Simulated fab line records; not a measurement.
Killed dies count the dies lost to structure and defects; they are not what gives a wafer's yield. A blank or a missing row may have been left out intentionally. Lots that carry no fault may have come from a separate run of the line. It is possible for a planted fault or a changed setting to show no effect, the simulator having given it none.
Comparing a struck lot with a sound one -- flow nand_harc -- 6 out of 1159 route steps
Sound: the wafers L964.1, L964.3, L964.6. Wafers L965.1, L965.3, L965.4 were the ones struck. The cause is given at the end.
Each step with rows lists, per side, the tool, then ch with its chambers, then its first start. Under that, the readings that differ: sound wafers -- struck wafers -- difference of the means -- sigmas: that difference in standard deviations of wafers without a fault.
alike: readings whose means differ by less than 2 such deviations, and words and numbers that are the same on both sides. not compared: withheld readings, readings that some wafer has no value for, bounds like >300 that may hide the same value, and numbers for which the record gives no deviation and whose values overlap.
Wherever a step has rows on one side only, a row that says differs or no value, or a row with sigmas, the two part there. When numbers do not overlap yet have no deviation, they are printed without sigmas and do not part them. Lack of a reading on every wafer of one side parts them only where that side has two or more wafers.

NHARC_P_START_INSPECT_01:
  sound on defect_inspect-01 at day 2 12:02; struck on defect_inspect-01 at day 2 18:02
  alike: raw_defect_count
then, 2 steps without rows for these wafers: NHARC_P_ZERO_WELL_PRECLEAN_00 (cleans in SPM, time 600 s); NHARC_P_ZERO_WELL_SRD_01.
NHARC_P_ZERO_WELL_PECVD_02: deposits SiO2, target thk 10 nm.
  sound on pecvd-02 ch 0,1, day 2 12:30; struck on pecvd-04 ch 0,1,2, day 2 19:14
then, 1 step without rows for these wafers: NHARC_P_ZERO_WELL_DEHYDRATE_03 (time 120 s).
-- record jumps: 18 days between struck wafers' starts before vs after; left off in module P_ZERO_WELL, resumes in module END, first step shown is number 1159 of the route --
NHARC_END_SORT_01:
  sound on prober-02 ch 0, day 20 07:17; struck on prober-02 ch 0, day 20 15:00
  alike: killed_at_array, killed_at_other, killed_at_periphery, killed_dies, killed_open, killed_short

## WHERE THEY PART
Nowhere in this record.

WHY: the cause the simulator had injected
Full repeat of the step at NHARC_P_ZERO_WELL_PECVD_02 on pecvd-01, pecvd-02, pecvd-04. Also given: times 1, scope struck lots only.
